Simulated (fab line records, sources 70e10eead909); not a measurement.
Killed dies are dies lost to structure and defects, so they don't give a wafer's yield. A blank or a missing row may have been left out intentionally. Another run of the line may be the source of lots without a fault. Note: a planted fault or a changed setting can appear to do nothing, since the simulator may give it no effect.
A lot that was struck, set against a sound lot	flow nandHarc	14 out of 1159 route steps
Sound: these wafers, L925.2, L925.4, L925.5. Wafers L937.2, L937.4, L937.6 were the ones struck. The cause comes at the end.
For every step that has rows: the tool of each side, followed by ch and its chambers, followed by its first start. Under that, the readings that differ: sound wafers	struck wafers	difference of the means	sigmas: that difference in standard deviations of wafers without a fault.
alike: a reading whose means differ by less than 2 such deviations, as well as words and numbers matching on both sides. not compared: withheld readings; readings where some wafer has no value; bounds like >300 that might hide an equal value; numbers whose values overlap and for which the record gives no deviation.
The two part at a step that has a row with sigmas, a row that says differs or no value, or rows on one side only. Non-overlapping numbers with no deviation appear without sigmas and do not part them. A reading missing from all wafers of one side parts the sides only when that side holds two or more wafers.

first, 3 steps without rows for these wafers: NHARC_P_M1_DESCUM_14 (chemistry O2, time 3 s); NHARC_P_M1_ETCH_35 (etches the open film in N2/H2, target depth 40 nm, overetch 12 nm, time 43.94 s); NHARC_P_M1_ETCH_15 (etches the open film in C4F8/Ar, target depth 182.5 nm, time 91.2 s).
NHARC_P_M1_CD_MEAS_16:
  sound on cdSem-03, day 6 11:33; struck on cdSem-02, day 9 05:04
  alike: cdNm
NHARC_P_M1_STRIP_18: strips in N2/H2.
  sound on rieDiel-09 ch 0,2, day 6 11:37; struck on rieDiel-10 ch 0,1,3, day 9 05:08
reading	sound	struck	difference	sigmas
drypumpMotorCurrentA (A)	6.13 6.30 6.30	5.86 5.88 5.36	-0.54	-2
  alike: oesProductAu, rfFwdPowerW, rfVppV, showerheadPlenumPTorr, throttleValvePct
  not compared: rfHoursCounterH
NHARC_P_M1_ETCH_28: etches the open film in CF4/N2, target depth 30 nm, time 72.99 s.
  sound: rieDiel-09 ch 0,1; struck: rieDiel-10 ch 1,3
  alike: cf4FlowSccm, drypumpMotorCurrentA, oesProductAu, rfFwdPowerW, rfVppV, showerheadPlenumPTorr, throttleValvePct
  not compared: rfHoursCounterH
then, 1 step without rows for these wafers: NHARC_P_M1_STRIP_19 (strips in post etch residue remover, time 600 s).
NHARC_P_M1_DEGAS_29: time 60 s.
  sound on pvdSputter-01, day 6 12:16; struck on pvdSputter-01, day 9 05:47
  alike: heaterPowerW
then, 2 steps without rows for these wafers: NHARC_P_M1_PRE_CLEAN_30 (time 30 s); NHARC_P_M1_PVD_20 (deposits TaN, target thk 5 nm, time 8.06 s).
NHARC_P_M1_PVD_21: deposits Cu, target thk 30 nm, time 20.49 s.
  sound on pvdSputter-01; struck on pvdSputter-01
  alike: cathodeDcPowerW, throttleValvePct
then, 1 step without rows for these wafers: NHARC_P_M1_ECD_22 (material Cu, target thk 400 nm).
NHARC_P_M1_ANNEAL_31: time 90 s.
  sound on rtpAnneal-02 ch 0, day 6 13:13; struck on rtpAnneal-01, day 9 06:34
  no value came back on the struck wafers for annealTempC (C), annealTempCMax, wafer_temp_C_max; on the sound wafers annealTempC (C) reads 225.15 224.97 225.20
NHARC_P_M1_CMP_23: polishes, t overpolish 20 s, target thk 157.82 nm.
  sound on cmp-02 ch 0,3, day 6 13:30; struck on cmp-02 ch 0,2,3, day 9 06:53
  alike: motorCurrentA, timeToEndpointS

== WHERE THEY PART ==
Earliest at NHARC_P_M1_STRIP_18; latest, in this record, at NHARC_P_M1_ANNEAL_31. Later steps at which nothing parts them and some readings are alike: NHARC_P_M1_CMP_23.

WHY: what the simulator had put in
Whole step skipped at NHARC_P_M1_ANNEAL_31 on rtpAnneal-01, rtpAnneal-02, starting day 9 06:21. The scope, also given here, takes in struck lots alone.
